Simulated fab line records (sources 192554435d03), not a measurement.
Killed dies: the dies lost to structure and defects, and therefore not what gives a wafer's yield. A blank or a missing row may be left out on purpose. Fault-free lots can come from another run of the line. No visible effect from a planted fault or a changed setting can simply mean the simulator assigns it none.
Split-lot study :: flow n5-finfet :: 7 lots, 21 wafers read, on a route of 1938 steps

== ON THE SPLIT ==
At N5_BEOL_M13_COAT_04 (resist thk 400 nm), the setting spin-rpm was moved away from the recipe's 1625 rpm on 8 of the 21 wafers read, by -10.2% to +10.4%. All remaining wafers had this setting at the recipe value.

== FROM THE SPLIT TO THE READING: what the file shows between them, 6 steps ==
- N5_BEOL_M13_EXPOSE_07: exposes mask V12 (also split here: dose-mj)
- N5_BEOL_M13_PEB_08: peb time 90 s
- N5_BEOL_M13_DEVELOP_09: develop time 45 s
- N5_BEOL_M13_HARDBAKE_14: time 120 s
- N5_BEOL_M13_CD_MEAS_10: target cd 190 nm
- N5_BEOL_M13_DESCUM_15: chemistry O2, time 7.9 s

== THE READING ==
coat_of_BEOL_M13_COAT_04.thk-nm (the simulator's own value, which no gauge read), in nm, at N5_BEOL_M13_ETCH_59 (etches BARC in N2/H2, target depth 89 nm, overetch 26.7 nm, time 67.9 s). There is no usual value for it anywhere in the file. Across the 13 wafers here that went through the recipe, the average is 318.1 nm and the standard deviation 1.6 nm.

wafer: L074.1
tool, chamber at the split: litho-track-04, 0
spin-rpm as run, rpm: 1625
against the recipe: recipe
coat_of_BEOL_M13_COAT_04.thk-nm, nm: 317
against lot-mates on the recipe: -

wafer: L074.5
tool, chamber at the split: litho-track-04, 0
spin-rpm as run, rpm: 1702
against the recipe: +4.7%
coat_of_BEOL_M13_COAT_04.thk-nm, nm: 308.4
against lot-mates on the recipe: -10.4

wafer: L074.6
tool, chamber at the split: litho-track-04, 0
spin-rpm as run, rpm: 1625
against the recipe: recipe
coat_of_BEOL_M13_COAT_04.thk-nm, nm: 320.6
against lot-mates on the recipe: -

wafer: L083.3
tool, chamber at the split: litho-track-03, 0
spin-rpm as run, rpm: 1625
against the recipe: recipe
coat_of_BEOL_M13_COAT_04.thk-nm, nm: 317.6
against lot-mates on the recipe: -

wafer: L083.4
tool, chamber at the split: litho-track-03, 0
spin-rpm as run, rpm: 1625
against the recipe: recipe
coat_of_BEOL_M13_COAT_04.thk-nm, nm: 316.8
against lot-mates on the recipe: -

wafer: L083.5
tool, chamber at the split: litho-track-03, 0
spin-rpm as run, rpm: 1625
against the recipe: recipe
coat_of_BEOL_M13_COAT_04.thk-nm, nm: 320.2
against lot-mates on the recipe: -

wafer: L090.2
tool, chamber at the split: litho-track-02, 0
spin-rpm as run, rpm: 1625
against the recipe: recipe
coat_of_BEOL_M13_COAT_04.thk-nm, nm: 320
against lot-mates on the recipe: -

wafer: L090.3
tool, chamber at the split: litho-track-02, 0
spin-rpm as run, rpm: 1625
against the recipe: recipe
coat_of_BEOL_M13_COAT_04.thk-nm, nm: 318.2
against lot-mates on the recipe: -

wafer: L090.6
tool, chamber at the split: litho-track-02, 0
spin-rpm as run, rpm: 1625
against the recipe: recipe
coat_of_BEOL_M13_COAT_04.thk-nm, nm: 317.4
against lot-mates on the recipe: -

wafer: L095.1
tool, chamber at the split: litho-track-03, 0
spin-rpm as run, rpm: 1521
against the recipe: -6.4%
coat_of_BEOL_M13_COAT_04.thk-nm, nm: 331.2
against lot-mates on the recipe: +11.6

wafer: L095.3
tool, chamber at the split: litho-track-03, 0
spin-rpm as run, rpm: 1625
against the recipe: recipe
coat_of_BEOL_M13_COAT_04.thk-nm, nm: 319.6
against lot-mates on the recipe: -

wafer: L095.5
tool, chamber at the split: litho-track-03, 0
spin-rpm as run, rpm: 1521
against the recipe: -6.4%
coat_of_BEOL_M13_COAT_04.thk-nm, nm: 333
against lot-mates on the recipe: +13.4

wafer: L094.1
tool, chamber at the split: litho-track-03, 0
spin-rpm as run, rpm: 1625
against the recipe: recipe
coat_of_BEOL_M13_COAT_04.thk-nm, nm: 316.4
against lot-mates on the recipe: -

wafer: L094.3
tool, chamber at the split: litho-track-03, 0
spin-rpm as run, rpm: 1794
against the recipe: +10.4%
coat_of_BEOL_M13_COAT_04.thk-nm, nm: 298.8
against lot-mates on the recipe: -17.6

wafer: L094.4
tool, chamber at the split: litho-track-03, 0
spin-rpm as run, rpm: 1794
against the recipe: +10.4%
coat_of_BEOL_M13_COAT_04.thk-nm, nm: 297
against lot-mates on the recipe: -19.4

wafer: L097.1
tool, chamber at the split: litho-track-04, 0
spin-rpm as run, rpm: 1625
against the recipe: recipe
coat_of_BEOL_M13_COAT_04.thk-nm, nm: 316.2
against lot-mates on the recipe: -

wafer: L097.3
tool, chamber at the split: litho-track-04, 0
spin-rpm as run, rpm: 1528
against the recipe: -6.0%
coat_of_BEOL_M13_COAT_04.thk-nm, nm: 331.4
against lot-mates on the recipe: +13.6

wafer: L097.5
tool, chamber at the split: litho-track-04, 0
spin-rpm as run, rpm: 1625
against the recipe: recipe
coat_of_BEOL_M13_COAT_04.thk-nm, nm: 319.4
against lot-mates on the recipe: -

wafer: L096.1
tool, chamber at the split: litho-track-02, 0
spin-rpm as run, rpm: 1460
against the recipe: -10.2%
coat_of_BEOL_M13_COAT_04.thk-nm, nm: 338.2
against lot-mates on the recipe: +22.2

wafer: L096.2
tool, chamber at the split: litho-track-02, 0
spin-rpm as run, rpm: 1625
against the recipe: recipe
coat_of_BEOL_M13_COAT_04.thk-nm, nm: 316
against lot-mates on the recipe: -

wafer: L096.6
tool, chamber at the split: litho-track-02, 0
spin-rpm as run, rpm: 1460
against the recipe: -10.2%
coat_of_BEOL_M13_COAT_04.thk-nm, nm: 340
against lot-mates on the recipe: +24.0

THE FIT
A straight line over all 21 wafers: coat_of_BEOL_M13_COAT_04.thk-nm changes by -2.04 nm for each +1% of spin-rpm; r = -0.99; the points scatter about the line by 1.5 nm.
The same after taking each lot's own level away (the mean of its wafers on the recipe; 21 wafers): -2.02 nm for each +1%; r = -0.99; scatter 1.6 nm.
According to that fit, moving spin-rpm by its largest amount changes the reading by 21 nm.
Measured against the standard deviation above, the lots' own levels, which go from 316.00 to 319.60 nm, span 2.3 times it.
Consequently the slope shifts little with the lot-to-lot level, the two slopes agreeing.
Check: for one of the wafers moved furthest among these (+10.4%), held out of the fit, the line's prediction against its lot-mates is -21.6 nm. Against them it came out at -17.6 nm.

== FURTHER SPLITS ON THESE WAFERS ==
Before the reading, these wafers also passed through other splits. Each is held against what the fit with the lots' levels taken away leaves over:
other split on the same wafers: N5_BEOL_M9_DESCUM_16 time-s
wafers away from the commonest value: 5
r with coat_of_BEOL_M13_COAT_04.thk-nm (lot level and that fit taken away): +0.19

other split on the same wafers: N5_BEOL_M11_PECVD_70 temp-c
wafers away from the commonest value: 8
r with coat_of_BEOL_M13_COAT_04.thk-nm (lot level and that fit taken away): +0.08

other split on the same wafers: N5_BEOL_M11_TRENCH_ETCH_37 source-w
wafers away from the commonest value: 3
r with coat_of_BEOL_M13_COAT_04.thk-nm (lot level and that fit taken away): -0.07

other split on the same wafers: N5_BEOL_M13_EXPOSE_07 dose-mj
wafers away from the commonest value: 10
r with coat_of_BEOL_M13_COAT_04.thk-nm (lot level and that fit taken away): +0.07

== THE WHOLE CHAIN: every reading that the file lists as answering this split, in the file's order ==
step: N5_BEOL_M13_COAT_04
what it does: resist thk 400 nm
reading: coat_of_BEOL_M13_COAT_04.thk-nm (the simulator's own value, which no gauge read)
change (the file's fit): -2.06 nm for each +1% of the setting
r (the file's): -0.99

step: N5_BEOL_M13_ETCH_59
what it does: etches BARC in N2/H2, target depth 89 nm, overetch 26.7 nm, time 67.9 s
reading: coat_of_BEOL_M13_COAT_04.thk-nm (the simulator's own value, which no gauge read)
change (the file's fit): -2.05 nm for each +1% of the setting
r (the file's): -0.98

step: N5_BEOL_M13_STRIP_63
what it does: strips in N2/H2
reading: strip-time-to-endpoint-s
change (the file's fit): withheld for each +1% of the setting
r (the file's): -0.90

== FILE'S OWN FIT ==
coat_of_BEOL_M13_COAT_04.thk-nm changes by -2.05 nm for each +1% of spin-rpm, r = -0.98.
